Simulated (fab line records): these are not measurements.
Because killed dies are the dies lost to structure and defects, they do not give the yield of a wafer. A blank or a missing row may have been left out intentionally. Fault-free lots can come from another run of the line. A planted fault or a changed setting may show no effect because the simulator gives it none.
Matching of chambers / flow n5 finfet / N5_BEOL_M14_ETCH_68 on rie diel-06 has 4 sister chambers
The step etches SOC in N2/H2, time 450 s. 16 wafers are shown with their chamber, then 8 later ones without.

== EACH WAFER AND ITS CHAMBER ==
wafer=L079.1; chamber=0; showerhead plenum p Torr (Torr)=2.50; drypump motor current A (A)=5.9; throttle valve pct (%)=17.82
wafer=L079.4; chamber=2; showerhead plenum p Torr (Torr)=2.41; drypump motor current A (A)=5.1; throttle valve pct (%)=18.19
wafer=L079.6; chamber=0; showerhead plenum p Torr (Torr)=2.50; drypump motor current A (A)=5.8; throttle valve pct (%)=17.83
wafer=L078.1; chamber=1; showerhead plenum p Torr (Torr)=2.70; drypump motor current A (A)=5.9; throttle valve pct (%)=18.11
wafer=L078.4; chamber=3; showerhead plenum p Torr (Torr)=2.68; drypump motor current A (A)=5.7; throttle valve pct (%)=17.69
wafer=L078.5; chamber=0; showerhead plenum p Torr (Torr)=2.50; drypump motor current A (A)=5.8; throttle valve pct (%)=17.83
wafer=L081.1; chamber=2; showerhead plenum p Torr (Torr)=2.41; drypump motor current A (A)=5.1; throttle valve pct (%)=18.22
wafer=L081.2; chamber=3; showerhead plenum p Torr (Torr)=2.68; drypump motor current A (A)=5.7; throttle valve pct (%)=17.68
wafer=L081.5; chamber=0; showerhead plenum p Torr (Torr)=2.50; drypump motor current A (A)=5.8; throttle valve pct (%)=17.84
wafer=L083.4; chamber=2; showerhead plenum p Torr (Torr)=2.40; drypump motor current A (A)=5.1; throttle valve pct (%)=18.21
wafer=L083.5; chamber=1; showerhead plenum p Torr (Torr)=2.70; drypump motor current A (A)=5.9; throttle valve pct (%)=18.11
wafer=L083.6; chamber=0; showerhead plenum p Torr (Torr)=2.50; drypump motor current A (A)=5.8; throttle valve pct (%)=17.85
wafer=L086.1; chamber=2; showerhead plenum p Torr (Torr)=2.40; drypump motor current A (A)=5.1; throttle valve pct (%)=18.23
wafer=L086.2; chamber=0; showerhead plenum p Torr (Torr)=2.50; drypump motor current A (A)=5.8; throttle valve pct (%)=17.86
wafer=L086.3; chamber=1; showerhead plenum p Torr (Torr)=2.70; drypump motor current A (A)=5.9; throttle valve pct (%)=18.14
wafer=L088.1; chamber=1; showerhead plenum p Torr (Torr)=2.69; drypump motor current A (A)=5.9; throttle valve pct (%)=18.14

SIGNATURES (means of the wafers above)
reading=showerhead plenum p Torr; chamber 0=2.5000; chamber 1=2.6975; chamber 2=2.4050; chamber 3=2.6800; scatter within a chamber=0.00382
reading=drypump motor current A; chamber 0=5.817; chamber 1=5.900; chamber 2=5.100; chamber 3=5.700; scatter within a chamber=0.0264
reading=throttle valve pct; chamber 0=17.8383; chamber 1=18.1250; chamber 2=18.2125; chamber 3=17.6850; scatter within a chamber=0.0156
Rule: a wafer lies at a distance from a chamber equal to the root of the sum of squares, over the readings, of (its reading less the chamber's mean, divided by the reading's scatter). If the next closest chamber is less than 2 further off than the closest, the wafer can't be placed; otherwise it belongs to the closest. The scatter: the root of (the sum of the squares of (reading less its chamber's mean) over the shown wafers, divided by (wafers less chambers)).

== WAFERS WHOSE CHAMBER IS MISSING ==
wafer=L088.4; showerhead plenum p Torr (Torr)=2.68; drypump motor current A (A)=5.7; throttle valve pct (%)=17.72
wafer=L088.6; showerhead plenum p Torr (Torr)=2.69; drypump motor current A (A)=5.9; throttle valve pct (%)=18.15
wafer=L095.2; showerhead plenum p Torr (Torr)=2.66; drypump motor current A (A)=5.8; throttle valve pct (%)=17.75
wafer=L095.3; showerhead plenum p Torr (Torr)=2.48; drypump motor current A (A)=5.8; throttle valve pct (%)=17.93
wafer=L095.4; showerhead plenum p Torr (Torr)=2.68; drypump motor current A (A)=5.9; throttle valve pct (%)=18.19
wafer=L097.2; showerhead plenum p Torr (Torr)=2.48; drypump motor current A (A)=5.8; throttle valve pct (%)=17.91
wafer=L097.3; showerhead plenum p Torr (Torr)=2.66; drypump motor current A (A)=5.8; throttle valve pct (%)=17.76
wafer=L097.4; showerhead plenum p Torr (Torr)=2.71; drypump motor current A (A)=5.1; throttle valve pct (%)=17.78

== WHICH CHAMBER EACH WENT THROUGH ==
wafer=L088.4; from the rows above=3; in truth=3
wafer=L088.6; from the rows above=1; in truth=1
wafer=L095.2; from the rows above=3; in truth=3
wafer=L095.3; from the rows above=0; in truth=0
wafer=L095.4; from the rows above=1; in truth=1
wafer=L097.2; from the rows above=0; in truth=0
wafer=L097.3; from the rows above=3; in truth=3
wafer=L097.4; from the rows above=3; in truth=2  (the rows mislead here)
Correctly placed: 7 of 8. Left unplaced by these rows: 0. 1 placed wrongly.
